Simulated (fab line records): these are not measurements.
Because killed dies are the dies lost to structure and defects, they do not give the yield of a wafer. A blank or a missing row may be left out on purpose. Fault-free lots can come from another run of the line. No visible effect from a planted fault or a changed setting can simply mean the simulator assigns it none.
Matching of chambers ; flow n5 finfet ; rie diel-01 running N5_BEOL_M0_SAQP_ETCH_83: 4 sister chambers
The step etches SiARC in CF4, target depth 39 nm, time 65 s. 8 wafers are shown with their chamber, then 9 later ones without.

== WAFERS PAIRED WITH THEIR CHAMBERS ==
wafer;chamber;showerhead plenum p Torr (Torr);drypump motor current A (A)
L080.5;1;2.09;5.7
L086.1;1;2.09;5.7
L086.4;3;2.11;6.3
L088.3;0;2.23;5.1
L088.5;2;2.16;5.4
L089.4;3;2.10;6.3
L089.5;0;2.23;5.1
L089.6;2;2.16;5.5

== WAFERS WITHOUT THEIR CHAMBER ==
wafer;showerhead plenum p Torr (Torr);drypump motor current A (A)
L091.2;2.10;6.3
L091.3;2.22;5.1
L091.4;2.10;6.4
L093.2;2.09;5.6
L093.4;2.15;5.4
L093.5;2.09;5.6
L097.2;2.08;5.7
L097.5;2.08;5.6
L097.6;2.22;5.1

== EACH ONE'S CHAMBER ==
wafer;from the rows above;in truth
L091.2;3;3
L091.3;0;0
L091.4;3;3
L093.2;1;1
L093.4;2;2
L093.5;1;1
L097.2;1;1
L097.5;1;1
L097.6;0;0
Correctly placed: 9 of 9. Not placeable from these rows: 0. Wrongly placed: 0.
How it was worked out, from the rows above alone: a wafer's distance from a chamber is the root of the sum, over the readings, of the square of ((its reading less the chamber's mean) divided by the reading's scatter). If the next closest chamber is less than 2 further off than the closest, the wafer can't be placed; otherwise it belongs to the closest. For every chamber, the mean is computed from those of its wafers that are shown. The scatter is the square root of a quotient: the sum, over the shown wafers, of each reading's squared deviation from its chamber's mean, divided by wafers minus chambers.
